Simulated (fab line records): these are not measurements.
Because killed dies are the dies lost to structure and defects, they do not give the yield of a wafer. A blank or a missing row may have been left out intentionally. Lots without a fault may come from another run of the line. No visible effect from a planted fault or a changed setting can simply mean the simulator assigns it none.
Split-lot study | flow n5Finfet | 7 lots, 21 wafers read, on a route of 1938 steps

== ON THE SPLIT ==
At N5_BEOL_M9_ILD_DEP_00 (deposits SiCOH lowk from DEMS/porogen, target thk 308.51 nm, time 58 s), the setting timeS was moved away from the recipe's 58 s on 7 of the 21 wafers read, by -11.3% to +11.6%. All remaining wafers had this setting at the recipe value.

== SPLIT TO READING: what lies between them in the file, 1 step ==
- N5_BEOL_M9_CURE_71: cures SiCOH lowk, time 240 s

== THE READING ==
M9_ILD_THK in nanometres, read at N5_BEOL_M9_THK_MEAS_01. A value of 267 nm with a standard deviation of 3.1 nm is what fault-free wafers of this fab line usually give.

wafer  | tool, chamber at the split | timeS as run, s | against the recipe | M9_ILD_THK, nm | against lot-mates on the recipe
L077.1 | pecvd-02, 2                | 52.03           | -10.3%             | 235            | -27
L077.2 | pecvd-02, 0                | 58              | recipe             | 262            | -
L077.4 | pecvd-02, 1                | 52.03           | -10.3%             | 241            | -21
L078.2 | pecvd-04, 0                | 58              | recipe             | 262            | -
L078.4 | pecvd-04, 2                | 58              | recipe             | 263            | -
L078.5 | pecvd-04, 1                | 58              | recipe             | 268            | -
L080.1 | pecvd-03, 0                | 58              | recipe             | 262            | -
L080.2 | pecvd-03, 1                | 51.47           | -11.3%             | 236            | -26
L080.5 | pecvd-03, 1                | 51.47           | -11.3%             | 238            | -24
L096.3 | pecvd-04, 2                | 58              | recipe             | 264            | -
L096.4 | pecvd-04, 0                | 58              | recipe             | 271            | -
L096.6 | pecvd-04, 1                | 58              | recipe             | 270            | -
L090.2 | pecvd-04, 0                | 64.73           | +11.6%             | 296            | +32
L090.3 | pecvd-04, 2                | 58              | recipe             | 264            | -
L090.5 | pecvd-04, 1                | 64.73           | +11.6%             | 302            | +38
L097.1 | pecvd-04, 1                | 58              | recipe             | 268            | -
L097.2 | pecvd-04, 0                | 58              | recipe             | 265            | -
L097.5 | pecvd-04, 0                | 52.37           | -9.7%              | 246            | -20
L092.3 | pecvd-02, 2                | 58              | recipe             | 263            | -
L092.4 | pecvd-02, 1                | 58              | recipe             | 275            | -
L092.6 | pecvd-02, 2                | 58              | recipe             | 265            | -

THE FIT
A straight line over all 21 wafers: M9_ILD_THK changes by +2.66 nm for each +1% of timeS; r = +0.98; the points scatter about the line by 3.9 nm.
The same after taking each lot's own level away (the mean of its wafers on the recipe; 21 wafers): +2.54 nm for each +1%; r = +0.98; scatter 3.7 nm.
Per that fit: largest timeS move, reading shift of 29 nm.
Across the lots, their own levels run from 262.0 to 268.3 nm, a range of 2.0 times the standard deviation given above.
The two slopes are in agreement: the lot-to-lot level therefore moves the slope only a little.
Check: with one of the wafers moved furthest among these (+11.6%) left out of the fit, the line predicts +30.3 nm for it against its lot-mates. It came out at +32 nm against them.

== THE WHOLE CHAIN: every reading that the file lists as answering this split, in the file's order ==
step                   | what it does                                                           | reading                                                                                 | change (the file's fit)              | r (the file's)
N5_BEOL_M9_ILD_DEP_00  | deposits SiCOH lowk from DEMS/porogen, target thk 308.51 nm, time 58 s | SiCOH_lowk_of_BEOL_M9_ILD_DEP_00.thkNm (the simulator's own value, which no gauge read) | +2.8 nm for each +1% of the setting  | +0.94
N5_BEOL_M9_CURE_71     | cures SiCOH lowk, time 240 s                                           | SiCOH_lowk_of_BEOL_M9_ILD_DEP_00.thkNm (the simulator's own value, which no gauge read) | +2.47 nm for each +1% of the setting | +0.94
N5_BEOL_M9_THK_MEAS_01 |                                                                        | M9_ILD_THK                                                                              | +2.45 for each +1% of the setting    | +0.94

== FILE'S OWN FIT ==
M9_ILD_THK changes by +2.45 nm for each +1% of timeS, r = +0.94.
